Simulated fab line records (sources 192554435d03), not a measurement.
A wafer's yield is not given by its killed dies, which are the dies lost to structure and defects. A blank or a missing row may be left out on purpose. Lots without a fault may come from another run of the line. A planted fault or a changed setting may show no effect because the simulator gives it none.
Chamber matching / flow n5 finfet / rie diel-05 running N5_FIN_CUT_CUT_ETCH_26: 4 sister chambers
The step etches SiNx in CH3F/O2, target depth 39 nm, time 55.7 s. 18 wafers are shown with their chamber, then 9 later ones without.

## EACH WAFER AND ITS CHAMBER
wafer=L075.2; chamber=2; showerhead plenum p Torr (Torr)=2.02; drypump motor current A (A)=6.3; rf vpp V (V)=298
wafer=L075.3; chamber=1; showerhead plenum p Torr (Torr)=2.00; drypump motor current A (A)=5.8; rf vpp V (V)=290
wafer=L075.4; chamber=0; showerhead plenum p Torr (Torr)=1.92; drypump motor current A (A)=6.3; rf vpp V (V)=303
wafer=L081.2; chamber=1; showerhead plenum p Torr (Torr)=1.99; drypump motor current A (A)=5.8; rf vpp V (V)=291
wafer=L081.4; chamber=2; showerhead plenum p Torr (Torr)=2.01; drypump motor current A (A)=6.3; rf vpp V (V)=297
wafer=L081.6; chamber=0; showerhead plenum p Torr (Torr)=1.91; drypump motor current A (A)=6.4; rf vpp V (V)=303
wafer=L083.2; chamber=3; showerhead plenum p Torr (Torr)=2.08; drypump motor current A (A)=6.1; rf vpp V (V)=313
wafer=L083.4; chamber=2; showerhead plenum p Torr (Torr)=2.01; drypump motor current A (A)=6.3; rf vpp V (V)=298
wafer=L083.5; chamber=3; showerhead plenum p Torr (Torr)=2.08; drypump motor current A (A)=6.1; rf vpp V (V)=312
wafer=L084.2; chamber=1; showerhead plenum p Torr (Torr)=1.99; drypump motor current A (A)=5.8; rf vpp V (V)=290
wafer=L084.4; chamber=2; showerhead plenum p Torr (Torr)=2.01; drypump motor current A (A)=6.3; rf vpp V (V)=297
wafer=L084.5; chamber=1; showerhead plenum p Torr (Torr)=1.99; drypump motor current A (A)=5.8; rf vpp V (V)=291
wafer=L087.4; chamber=2; showerhead plenum p Torr (Torr)=2.01; drypump motor current A (A)=6.3; rf vpp V (V)=296
wafer=L087.5; chamber=3; showerhead plenum p Torr (Torr)=2.08; drypump motor current A (A)=6.1; rf vpp V (V)=312
wafer=L087.6; chamber=2; showerhead plenum p Torr (Torr)=2.01; drypump motor current A (A)=6.3; rf vpp V (V)=297
wafer=L088.1; chamber=0; showerhead plenum p Torr (Torr)=1.91; drypump motor current A (A)=6.3; rf vpp V (V)=304
wafer=L088.2; chamber=3; showerhead plenum p Torr (Torr)=2.08; drypump motor current A (A)=6.1; rf vpp V (V)=314
wafer=L088.6; chamber=2; showerhead plenum p Torr (Torr)=2.01; drypump motor current A (A)=6.3; rf vpp V (V)=297

SIGNATURES (means of the wafers above)
reading=showerhead plenum p Torr; chamber 0=1.9133; chamber 1=1.9925; chamber 2=2.0114; chamber 3=2.0800; scatter within a chamber=0.00403
reading=drypump motor current A; chamber 0=6.333; chamber 1=5.800; chamber 2=6.300; chamber 3=6.100; scatter within a chamber=0.0218
reading=rf vpp V; chamber 0=303.33; chamber 1=290.50; chamber 2=297.14; chamber 3=312.75; scatter within a chamber=0.721
Rule: a wafer's distance from a chamber is the root of the sum, over the readings, of the square of ((its reading less the chamber's mean) divided by the reading's scatter). If the next closest chamber is less than 2 further off than the closest, the wafer can't be placed; otherwise it belongs to the closest. The scatter: take each reading less its chamber's mean, square it, sum over the shown wafers, divide by the number of wafers less the number of chambers, and take the root.

## WAFERS MISSING THEIR CHAMBER
wafer=L089.1; showerhead plenum p Torr (Torr)=1.91; drypump motor current A (A)=6.4; rf vpp V (V)=303
wafer=L089.3; showerhead plenum p Torr (Torr)=2.01; drypump motor current A (A)=6.3; rf vpp V (V)=297
wafer=L089.5; showerhead plenum p Torr (Torr)=1.99; drypump motor current A (A)=5.8; rf vpp V (V)=290
wafer=L090.2; showerhead plenum p Torr (Torr)=2.08; drypump motor current A (A)=6.1; rf vpp V (V)=312
wafer=L090.3; showerhead plenum p Torr (Torr)=1.91; drypump motor current A (A)=6.3; rf vpp V (V)=302
wafer=L090.4; showerhead plenum p Torr (Torr)=1.99; drypump motor current A (A)=5.8; rf vpp V (V)=291
wafer=L096.1; showerhead plenum p Torr (Torr)=1.90; drypump motor current A (A)=6.3; rf vpp V (V)=301
wafer=L096.3; showerhead plenum p Torr (Torr)=2.07; drypump motor current A (A)=6.1; rf vpp V (V)=313
wafer=L096.5; showerhead plenum p Torr (Torr)=2.00; drypump motor current A (A)=6.3; rf vpp V (V)=297

## WHICH CHAMBER EACH WENT THROUGH
wafer=L089.1; from the rows above=0; in truth=0
wafer=L089.3; from the rows above=2; in truth=2
wafer=L089.5; from the rows above=1; in truth=1
wafer=L090.2; from the rows above=3; in truth=3
wafer=L090.3; from the rows above=0; in truth=0
wafer=L090.4; from the rows above=1; in truth=1
wafer=L096.1; from the rows above=0; in truth=0
wafer=L096.3; from the rows above=3; in truth=3
wafer=L096.5; from the rows above=2; in truth=2
9 of 9 placed correctly. Left unplaced by these rows: 0. Wrongly placed: 0.
